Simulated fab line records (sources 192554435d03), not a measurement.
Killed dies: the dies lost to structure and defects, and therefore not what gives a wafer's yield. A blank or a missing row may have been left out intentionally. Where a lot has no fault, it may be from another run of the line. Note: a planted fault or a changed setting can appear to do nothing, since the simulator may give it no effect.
Chamber matching :: flow n5 finfet :: N5_FIN_SAQP_MANDREL1_REMOVE_56 on rie si-04 has 4 sister chambers
The step chemistry HBr/Cl2/O2, target a-Si, stops on SiNx, bt time 10 s. 24 wafers are shown with their chamber, then 12 later ones without.

WAFERS WITH THEIR CHAMBER
wafer: L074.2
chamber: 0
throttle valve pct (%): 36.9
drypump motor current A (A): 6.2
oes product au (a.u.): 1.019

wafer: L074.3
chamber: 2
throttle valve pct (%): 37.2
drypump motor current A (A): 5.3
oes product au (a.u.): 0.991

wafer: L074.4
chamber: 1
throttle valve pct (%): 36.4
drypump motor current A (A): 6.2
oes product au (a.u.): 0.965

wafer: L075.4
chamber: 0
throttle valve pct (%): 36.9
drypump motor current A (A): 6.1
oes product au (a.u.): 1.019

wafer: L075.5
chamber: 3
throttle valve pct (%): 36.7
drypump motor current A (A): 5.6
oes product au (a.u.): 0.989

wafer: L075.6
chamber: 0
throttle valve pct (%): 36.9
drypump motor current A (A): 6.1
oes product au (a.u.): 1.014

wafer: L078.2
chamber: 1
throttle valve pct (%): 36.4
drypump motor current A (A): 6.2
oes product au (a.u.): 0.981

wafer: L078.3
chamber: 3
throttle valve pct (%): 36.7
drypump motor current A (A): 5.6
oes product au (a.u.): 0.995

wafer: L078.4
chamber: 0
throttle valve pct (%): 36.9
drypump motor current A (A): 6.2
oes product au (a.u.): 1.025

wafer: L079.1
chamber: 1
throttle valve pct (%): 36.4
drypump motor current A (A): 6.2
oes product au (a.u.): 0.977

wafer: L079.2
chamber: 3
throttle valve pct (%): 36.7
drypump motor current A (A): 5.6
oes product au (a.u.): 0.983

wafer: L079.6
chamber: 0
throttle valve pct (%): 36.9
drypump motor current A (A): 6.2
oes product au (a.u.): 1.012

wafer: L080.1
chamber: 1
throttle valve pct (%): 36.4
drypump motor current A (A): 6.2
oes product au (a.u.): 0.979

wafer: L080.3
chamber: 2
throttle valve pct (%): 37.2
drypump motor current A (A): 5.3
oes product au (a.u.): 0.990

wafer: L080.4
chamber: 0
throttle valve pct (%): 36.9
drypump motor current A (A): 6.1
oes product au (a.u.): 1.016

wafer: L083.1
chamber: 2
throttle valve pct (%): 37.2
drypump motor current A (A): 5.3
oes product au (a.u.): 0.982

wafer: L083.4
chamber: 1
throttle valve pct (%): 36.4
drypump motor current A (A): 6.2
oes product au (a.u.): 0.972

wafer: L083.5
chamber: 2
throttle valve pct (%): 37.2
drypump motor current A (A): 5.3
oes product au (a.u.): 0.985

wafer: L084.2
chamber: 3
throttle valve pct (%): 36.7
drypump motor current A (A): 5.6
oes product au (a.u.): 1.006

wafer: L084.3
chamber: 1
throttle valve pct (%): 36.4
drypump motor current A (A): 6.2
oes product au (a.u.): 0.982

wafer: L084.6
chamber: 1
throttle valve pct (%): 36.4
drypump motor current A (A): 6.2
oes product au (a.u.): 0.977

wafer: L088.1
chamber: 0
throttle valve pct (%): 36.9
drypump motor current A (A): 6.1
oes product au (a.u.): 1.017

wafer: L088.5
chamber: 0
throttle valve pct (%): 36.9
drypump motor current A (A): 6.1
oes product au (a.u.): 1.016

wafer: L088.6
chamber: 1
throttle valve pct (%): 36.5
drypump motor current A (A): 6.2
oes product au (a.u.): 0.972

SIGNATURES, as means of the wafers listed above
reading: throttle valve pct
chamber 0: 36.900
chamber 1: 36.413
chamber 2: 37.200
chamber 3: 36.700
scatter within a chamber: 0.0209

reading: drypump motor current A
chamber 0: 6.138
chamber 1: 6.200
chamber 2: 5.300
chamber 3: 5.600
scatter within a chamber: 0.0306

reading: oes product au
chamber 0: 1.01725
chamber 1: 0.97562
chamber 2: 0.98700
chamber 3: 0.99325
scatter within a chamber: 0.00581
Rule: a wafer lies at a distance from a chamber equal to the root of the sum of squares, over the readings, of (its reading less the chamber's mean, divided by the reading's scatter). The wafer belongs to the nearest chamber; if the next one is less than 2 further off, it can't be placed. The scatter: the root of (the sum of the squares of (reading less its chamber's mean) over the shown wafers, divided by (wafers less chambers)).

WAFERS WHOSE CHAMBER IS MISSING
wafer: L089.1
throttle valve pct (%): 37.2
drypump motor current A (A): 5.3
oes product au (a.u.): 0.990

wafer: L089.2
throttle valve pct (%): 36.9
drypump motor current A (A): 6.2
oes product au (a.u.): 1.035

wafer: L089.3
throttle valve pct (%): 36.7
drypump motor current A (A): 5.7
oes product au (a.u.): 1.005

wafer: L092.1
throttle valve pct (%): 37.2
drypump motor current A (A): 5.3
oes product au (a.u.): 0.987

wafer: L092.2
throttle valve pct (%): 36.9
drypump motor current A (A): 6.2
oes product au (a.u.): 1.018

wafer: L092.4
throttle valve pct (%): 36.7
drypump motor current A (A): 5.7
oes product au (a.u.): 1.008

wafer: L094.3
throttle valve pct (%): 36.9
drypump motor current A (A): 6.1
oes product au (a.u.): 1.011

wafer: L094.4
throttle valve pct (%): 37.2
drypump motor current A (A): 5.2
oes product au (a.u.): 0.986

wafer: L094.6
throttle valve pct (%): 36.9
drypump motor current A (A): 6.2
oes product au (a.u.): 1.015

wafer: L096.4
throttle valve pct (%): 37.2
drypump motor current A (A): 5.3
oes product au (a.u.): 0.985

wafer: L096.5
throttle valve pct (%): 36.9
drypump motor current A (A): 6.1
oes product au (a.u.): 1.026

wafer: L096.6
throttle valve pct (%): 36.7
drypump motor current A (A): 5.6
oes product au (a.u.): 0.995

CHAMBER TAKEN BY EACH
wafer: L089.1
from the rows above: 2
in truth: 2

wafer: L089.2
from the rows above: 0
in truth: 0

wafer: L089.3
from the rows above: 3
in truth: 3

wafer: L092.1
from the rows above: 2
in truth: 2

wafer: L092.2
from the rows above: 0
in truth: 0

wafer: L092.4
from the rows above: 3
in truth: 3

wafer: L094.3
from the rows above: 0
in truth: 0

wafer: L094.4
from the rows above: 2
in truth: 2

wafer: L094.6
from the rows above: 0
in truth: 0

wafer: L096.4
from the rows above: 2
in truth: 2

wafer: L096.5
from the rows above: 0
in truth: 0

wafer: L096.6
from the rows above: 3
in truth: 3
Placed correctly: 12 of 12. Not placeable from these rows: 0. 0 placed wrongly.
